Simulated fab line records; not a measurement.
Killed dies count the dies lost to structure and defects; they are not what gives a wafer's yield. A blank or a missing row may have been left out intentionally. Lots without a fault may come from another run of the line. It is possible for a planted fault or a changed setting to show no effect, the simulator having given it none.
Which of the tools did it? | flow n5 finfet | 19 lots (57 wafers sampled), 1 step of a 1938-step route

## WHAT EACH GAUGE READ, for each wafer
N5_BEOL_M4_OVL_MEAS_12. Usual: M4_OVL 0.4 nm, standard deviation 0.59.
lot  | measured     | on         | M4_OVL (nm)    | flag
L074 | day 7 09:22  | overlay-02 | 0.8 0.7 -0.7   |
L075 | day 7 22:19  | overlay-02 | -0.1 0.9 0.5   |
L077 | day 7 23:07  | overlay-02 | 0.3 0.4 0.4    |
L076 | day 8 07:38  | overlay-01 | 0.1 0.2 0.6    |
L078 | day 8 14:54  | overlay-01 | -0.1 -0.1 -0.1 |
L079 | day 8 17:44  | overlay-01 | 0.6 0.5 -0.6   |
L080 | day 8 22:01  | overlay-01 | 0.4 0.4 0.2    |
L081 | day 9 11:53  | overlay-01 | 0.9 1.0 0.5    |
L082 | day 9 18:10  | overlay-02 | 0.6 -0.3 -0.3  |
L083 | day 9 22:13  | overlay-01 | 1.5 1.7 0.9    |
L084 | day 10 09:20 | overlay-01 | 0.4 0.0 0.6    |
L085 | day 10 12:32 | overlay-02 | 0.5 0.5 -0.3   |
L089 | day 11 04:56 | overlay-02 | 0.1 0.2 1.0    |
L090 | day 11 06:52 | overlay-02 | 1.4 1.6 1.4    |
L091 | day 11 11:13 | overlay-02 | -0.6 -0.9 0.3  |
L092 | day 12 02:03 | overlay-01 | 0.6 -0.4 1.3   |
L094 | day 12 21:17 | overlay-01 | 0.7 0.0 0.6    |
L095 | day 13 04:49 | overlay-01 | 0.2 -0.1 -0.3  |
L097 | day 13 15:04 | overlay-01 | 1.2 0.0 1.3    |

## WHICH TOOL RAN EACH LOT (tool, then ch and the chambers of the sampled wafers, then the start)
No process step before these readings appears in the record.

## AS READ BY THE TOOLS THEMSELVES (means over the sampled wafers that have a number; for cases with no such wafer, the mark the record gives instead)
The record holds no such reading with a usual standard deviation.

## THE ANSWER, worked out from the rows above alone
Rule: a lot is off if the mean of its wafers that have a number lies more than 3 standard deviations from the usual mean. A lot without any number at a reading at which 4 lots or more have one is off too. The other lots that the step has rows for count as sound. First the gauges in route order, then the tools' own readings, where a lot's mean is used as printed above. At the first step where some lot is off, the reading lying furthest off is the one used; lots without a number count as furthest.
Across all readings shown, no lot is off: no conclusion can be drawn from this.

## WHAT THE SIMULATOR HAD PUT IN
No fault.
